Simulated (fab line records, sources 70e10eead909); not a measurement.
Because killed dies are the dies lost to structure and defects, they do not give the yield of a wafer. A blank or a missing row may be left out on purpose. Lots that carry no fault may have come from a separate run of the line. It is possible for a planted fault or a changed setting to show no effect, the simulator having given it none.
Problem report in the 8D (eight disciplines) form, filled by code	flow nand harc	the parts of the form that need people (team, actions taken, sign-off) are left out

## 1. THE ISSUE
Wafers without a fault read 1.003 a.u., standard deviation 0.0081; oes product au at NHARC_THIN_TSV_ETCH_44 reads a mean of 1.341 a.u. on 3 wafers belonging to 2 lots. That puts it +42 standard deviations away from the usual mean.
The step: etches the open film in CF4/O2, target depth 1594.2 nm, time 797.1 s.
Seen first at day 26 09:37 on rie diel-12, wafer L638.5. Wafers with a number at this step in the record: 36, from 12 lots. By rule, "out" or "out of limits" means more than 4 standard deviations away from the usual mean. The other wafers with a number count as sound.

## 2. WHAT IT IS AND WHAT IT IS NOT
question	is	is not
which readings at this step	oes product au	drypump motor current A, rf vpp V, showerhead plenum p Torr, throttle valve pct
which lots	L638, L642	L621, L623, L628, L629, L631, L632, L633, L634, L641, L644
which wafers of those lots	L638.5, L642.2, L642.5	L638.4, L638.6, L642.4
read on which tools	rie diel-12	rie diel-03, rie diel-08
when	from day 26 09:37	up to then (23 sound wafers); but 10 sound wafers of L633, L641, L642, L644 came after

## 3. WHAT RULES OUT EACH SUSPECT
Counting: if a tool at a process step up to the reading ran every lot that is out, it stays a suspect. Sound lots after the first of them don't rule it out here, since some wafers of a struck lot are sound.
- rie diel-01 at NHARC_HYBRID_BOND_ACTIVATE_00 (chemistry N2, time 60 s): kept. Every lot that is out went through it, the first being L638 (day 25 18:48); the last sound lot it ran before that was L629 (day 23 21:49).
- rie diel-12 at NHARC_THIN_TSV_ETCH_44 (etches the open film in CF4/O2, target depth 1594.2 nm, time 797.1 s): kept. Every lot that is out went through it, the first being L638 (day 26 09:37); the last sound lot it ran before that was L632 (day 26 06:03). Out on those wafers are its own readings of oes product au.
- Within rie diel-01 at NHARC_HYBRID_BOND_ACTIVATE_00: the wafers that are out ran in chambers 0, 3; their sound lot-mates ran in chambers 1, 2.
- In rie diel-12 at NHARC_THIN_TSV_ETCH_44, the wafers that are out were processed in chamber 0 and their sound lot-mates in chambers 2, 3.
What counting leaves: rie diel-01 at NHARC_HYBRID_BOND_ACTIVATE_00 and rie diel-12 at NHARC_THIN_TSV_ETCH_44.

## 4. THE CAUSE (what the simulator had put in)
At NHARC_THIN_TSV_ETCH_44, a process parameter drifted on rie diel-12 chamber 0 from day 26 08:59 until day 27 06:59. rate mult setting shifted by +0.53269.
Counting left 2 suspects, and this tool is among them.

## 5. THE CHAIN OF EFFECTS, in route order
Each row: a reading whose mean over the struck wafers that have a number lies more than 3 standard deviations from the usual. Only readings whose record carries a usual standard deviation are examined. hours: median over the lots of the time between each lot's start at the first step of this table that gives one and its start at this step. sigmas: the change, counted in usual standard deviations.
hours	step	reading	usual	on struck wafers	change	sigmas
0	NHARC_THIN_TSV_ETCH_44	oes product au	1.003 a.u.	1.341	+0.338	+42
Here are the process steps it includes:
- NHARC_THIN_TSV_ETCH_44: etches the open film in CF4/O2, target depth 1594.2 nm, time 797.1 s.
Later steps that measure or inspect, where all struck wafers having a row at the step show a number for every such reading and not one has moved that far: NHARC_THIN_TSV_CD_MEAS_16.

## 6. WHAT WOULD HAVE CAUGHT IT SOONER
In this record the first reading out of limits was taken at day 26 09:37, 1 hour after the fault began at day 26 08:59.
